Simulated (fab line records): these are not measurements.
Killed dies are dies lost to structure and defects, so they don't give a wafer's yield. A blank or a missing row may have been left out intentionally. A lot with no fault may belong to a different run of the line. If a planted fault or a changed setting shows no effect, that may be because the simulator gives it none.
The tool behind it: which one? -- flow nand_harc -- 33 wafers from 11 lots sampled at 7 of the route's 1159 steps

## WHAT EACH GAUGE READ, for each wafer
NHARC_A_SLIT_INSPECT_11. Usual: raw_defect_count at 21, with a standard deviation of 10.
lot,measured,on,raw_defect_count,flag
L446,day 15 07:14,defect_inspect-02,28 27 28,
L443,day 15 08:57,defect_inspect-02,16 13 11,
L447,day 16 12:37,defect_inspect-01,16 6 17,
L449,day 16 18:16,defect_inspect-01,23 25 35,
L450,day 17 00:50,defect_inspect-01,17 18 21,
L448,day 17 00:41,defect_inspect-02,12 9 18,
L454,day 17 14:55,defect_inspect-01,315 323 315,OFF
L451,day 18 00:04,defect_inspect-02,323 305 295,OFF
L457,day 18 20:32,defect_inspect-01,48 32 45,
L461,day 19 13:50,defect_inspect-02,9 14 16,
L462,day 20 09:52,defect_inspect-02,7 16 20,

NHARC_A_SLIT_CD_MEAS_21. Usual: cd_nm at 289.6 nm, with a standard deviation of 0.82.
lot,measured,on,cd_nm (nm),flag
L446,day 15 10:43,cd_sem-01,290.8 289.7 288.9,
L443,day 15 12:27,cd_sem-02,290.1 289.6 290.1,
L447,day 16 16:20,cd_sem-01,288.8 290.1 290.6,
L449,day 16 22:40,cd_sem-02,289.8 289.4 289.2,
L450,day 17 05:50,cd_sem-01,288.8 289.9 289.7,
L448,day 17 04:10,cd_sem-02,291.3 290.6 290.2,
L454,day 17 18:23,cd_sem-03,289.1 289.4 289.2,
L451,day 18 03:31,cd_sem-02,289.2 289.2 289.0,
L457,day 19 00:06,cd_sem-02,291.4 290.3 290.8,
L461,day 19 17:17,cd_sem-01,289.5 289.3 289.7,
L462,day 20 13:28,cd_sem-02,290.2 290.2 289.5,

NHARC_A_SIN_REMOVE_INSPECT_04. Usual: raw_defect_count at 307, with a standard deviation of 80.
lot,measured,on,raw_defect_count,flag
L446,day 15 17:59,defect_inspect-02,376 410 319,
L443,day 15 18:01,defect_inspect-01,341 399 410,
L447,day 17 00:01,defect_inspect-01,401 341 388,
L449,day 17 06:25,defect_inspect-02,232 409 318,
L450,day 17 11:53,defect_inspect-01,343 278 361,
L448,day 17 11:54,defect_inspect-02,238 267 370,
L454,day 18 02:02,defect_inspect-01,476 550 605,
L451,day 18 11:02,defect_inspect-02,497 510 503,
L457,day 19 07:44,defect_inspect-01,425 262 389,
L461,day 20 00:55,defect_inspect-01,402 343 299,
L462,day 20 20:55,defect_inspect-01,269 371 438,

NHARC_END_SORT_01. Usual: killed_at_array 28, standard deviation 10; killed_at_other 0.5, standard deviation 0.82; killed_at_periphery 3.4, standard deviation 2.2; killed_dies 31, standard deviation 10; killed_open 3.4, standard deviation 1.9; killed_short 1.9, standard deviation 1.3.
lot,measured,on,killed_at_array,killed_at_other,killed_at_periphery,killed_dies,killed_open,killed_short,flag
L446,day 21 06:40,prober-02,22 26 23,2 1 1,2 3 1,26 30 25,4 6 2,2 2 4,
L447,day 21 21:49,prober-01,22 17 27,0 2 1,3 3 0,25 22 28,1 2 2,2 3 2,
L449,day 22 03:38,prober-02,20 24 27,0 0 0,7 3 8,27 27 35,0 5 6,2 0 1,
L450,day 22 05:59,prober-01,26 33,0 0,0 0,26 33,1 0,3 3,
L454,day 22 21:35,prober-01,85 86 94,0 0 0,4 0 4,89 86 98,5 2 7,1 3 1,OFF
L451,day 24 03:14,prober-02,103 107 103,0 0 0,4 3 3,107 110 106,3 6 7,1 3 3,OFF

## WHAT TOOL EACH LOT RAN ON (gives the tool, then ch and the chambers of the sampled wafers, and finally the start)
lot,NHARC_A_SLIT_DEP_00,NHARC_A_SLIT_ETCH_15,NHARC_A_SLIT_ETCH_26
L446,"acl_dep-01 ch 0, day 15 04:28","rie_diel-01 ch 0,2,3, day 15 09:34 or earlier","har_etch-01 ch 0,1, day 15 09:34"
L443,"acl_dep-03 ch 0, day 15 06:54","rie_diel-01 ch 2,3, day 15 11:23 or earlier","har_etch-02 ch 0,1, day 15 11:23"
L447,"acl_dep-02 ch 0, day 16 10:56","rie_diel-12 ch 0,1,2, day 16 15:10 or earlier","har_etch-02 ch 0,1, day 16 15:10"
L449,"acl_dep-01 ch 0, day 16 15:37","rie_diel-11 ch 0,2,3, day 16 21:31 or earlier","har_etch-01 ch 0,1, day 16 21:31"
L450,"acl_dep-01 ch 0, day 16 22:17","rie_diel-11 ch 1,3, day 17 04:43 or earlier","har_etch-02 ch 0, day 17 04:43"
L448,"acl_dep-03 ch 0, day 16 22:52","rie_diel-11 ch 0,1,2, day 17 03:04 or earlier","har_etch-02 ch 0,1, day 17 03:04"
L454,"acl_dep-01 ch 0, day 17 13:07","rie_diel-11 ch 0,1,3, day 17 17:17 or earlier","har_etch-01 ch 0,1, day 17 17:17"
L451,"acl_dep-01 ch 0, day 17 21:16","rie_diel-01 ch 0,3, day 18 02:25 or earlier","har_etch-01 ch 0,1, day 18 02:25"
L457,"acl_dep-02 ch 0, day 18 17:32","rie_diel-01 ch 1,2,3, day 18 22:56 or earlier","har_etch-02 ch 0,1, day 18 22:56"
L461,"acl_dep-03 ch 0, day 19 11:11","rie_diel-11 ch 0,3, day 19 16:08 or earlier","har_etch-02 ch 0,1, day 19 16:08"
L462,"acl_dep-01 ch 0, day 20 07:14","rie_diel-01 ch 0,2,3, day 20 12:11 or earlier","har_etch-02 ch 0,1, day 20 12:11"
- NHARC_A_SLIT_DEP_00: deposits aC, target thk 3200 nm.
- NHARC_A_SLIT_ETCH_15: etches the open film in O2/COS, target depth 3200 nm, time 832 s.
- NHARC_A_SLIT_ETCH_26: etches the open film in C4F8/O2/Ar, time 90 s, target depth 400 nm.

## AS READ BY THE TOOLS THEMSELVES (means over the sampled wafers that have a number; for cases with no such wafer, the mark the record gives instead)
NHARC_A_SLIT_DEP_00. Usual: throttle_valve_pct at 35.001 %, with a standard deviation of 0.0093.
lot,tool,throttle_valve_pct (%),flag
L446,acl_dep-01,35.015,
L443,acl_dep-03,35.003,
L447,acl_dep-02,35.008,
L449,acl_dep-01,35.011,
L450,acl_dep-01,34.998,
L448,acl_dep-03,35.009,
L454,acl_dep-01,35.002,
L451,acl_dep-01,35.003,
L457,acl_dep-02,35.009,
L461,acl_dep-03,35.002,
L462,acl_dep-01,35.004,

NHARC_A_SLIT_ETCH_15. Usual: drypump_motor_current_A 5.7 A, standard deviation 0.53; mfc_ar_sccm 0.009 sccm, standard deviation 0.011; oes_product_au 1.002 a.u., standard deviation 0.011; rf_vpp_V 314.4 V, standard deviation 1.8; showerhead_plenum_p_Torr 3.14 Torr, standard deviation 0.11; throttle_valve_pct 28.329 %, standard deviation 0.0098.
lot,tool,drypump_motor_current_A (A),mfc_ar_sccm (sccm),oes_product_au (a.u.),rf_vpp_V (V),showerhead_plenum_p_Torr (Torr),throttle_valve_pct (%),flag
L446,rie_diel-01,5.2,0.020,1.003,313.9,3.12,28.334,
L443,rie_diel-01,5.2,0.018,0.999,314.3,3.13,28.327,
L447,rie_diel-12,6.0,0.007,1.013,314.6,3.09,28.328,
L449,rie_diel-11,5.2,0.003,0.991,316.0,3.19,28.330,
L450,rie_diel-11,5.6,0.000,1.009,315.2,3.11,28.328,
L448,rie_diel-11,5.4,0.003,0.999,314.5,3.11,28.336,
L454,rie_diel-11,5.6,0.003,1.005,314.7,3.21,28.331,
L451,rie_diel-01,5.2,0.029,0.996,313.2,3.06,28.326,
L457,rie_diel-01,5.7,0.014,1.002,314.6,3.16,28.334,
L461,rie_diel-11,5.4,0.003,1.008,316.9,3.29,28.335,
L462,rie_diel-01,5.2,0.020,0.998,313.8,3.11,28.332,

NHARC_A_SLIT_ETCH_26. Usual: bias_v 400 V, standard deviation 4; c4f8_flow_sccm 41.70 sccm, standard deviation 0.11; drypump_motor_current_A 5.4 A, standard deviation 0.43; mfc_ar_sccm 375.1 sccm, standard deviation 0.99; showerhead_plenum_p_Torr 3.64 Torr, standard deviation 0.098; throttle_valve_pct 27.620 %, standard deviation 0.0092.
lot,tool,bias_v (V),c4f8_flow_sccm (sccm),drypump_motor_current_A (A),mfc_ar_sccm (sccm),showerhead_plenum_p_Torr (Torr),throttle_valve_pct (%),flag
L446,har_etch-01,397,41.79,5.1,374.6,3.65,27.623,
L443,har_etch-02,396,41.62,5.5,375.4,3.62,27.619,
L447,har_etch-02,398,41.81,5.5,374.4,3.61,27.617,
L449,har_etch-01,400,41.67,5.4,373.8,3.62,27.620,
L450,har_etch-02,396,41.65,5.9,374.6,3.78,27.619,
L448,har_etch-02,404,41.85,5.7,374.6,3.70,27.626,
L454,har_etch-01,402,41.73,5.0,376.3,3.63,27.609,
L451,har_etch-01,399,41.70,5.0,375.0,3.63,27.610,
L457,har_etch-02,397,41.60,5.5,374.4,3.60,27.620,
L461,har_etch-02,398,41.68,5.5,375.1,3.60,27.617,
L462,har_etch-02,403,41.63,5.7,375.9,3.68,27.622,

## THE ANSWER, worked out from the rows above alone
Rule: a lot counts as off when the mean over its wafers that have a number is more than 3 standard deviations away from the usual mean. A lot without any number at a reading at which 4 lots or more have one is off too. Where the step has rows for the other lots, those lots are counted as sound. Order of review: gauges by route order, followed by the tools' own readings, for which a lot's mean as printed above is used. At the first step where some lot is off, the reading lying furthest off is the one used; lots without a number count as furthest.
Off: L454, L451, at NHARC_A_SLIT_INSPECT_11 (raw_defect_count).
A tool fits if, at a process step before that reading, it ran every lot that is off, and no sound lot after the first of them. The gauges at NHARC_A_SLIT_INSPECT_11 aren't tried: what is off there is off at NHARC_END_SORT_01 too, on other tools, and a gauge's error can't cause that. Of those tried, none fits.

## WHAT THE SIMULATOR PUT IN
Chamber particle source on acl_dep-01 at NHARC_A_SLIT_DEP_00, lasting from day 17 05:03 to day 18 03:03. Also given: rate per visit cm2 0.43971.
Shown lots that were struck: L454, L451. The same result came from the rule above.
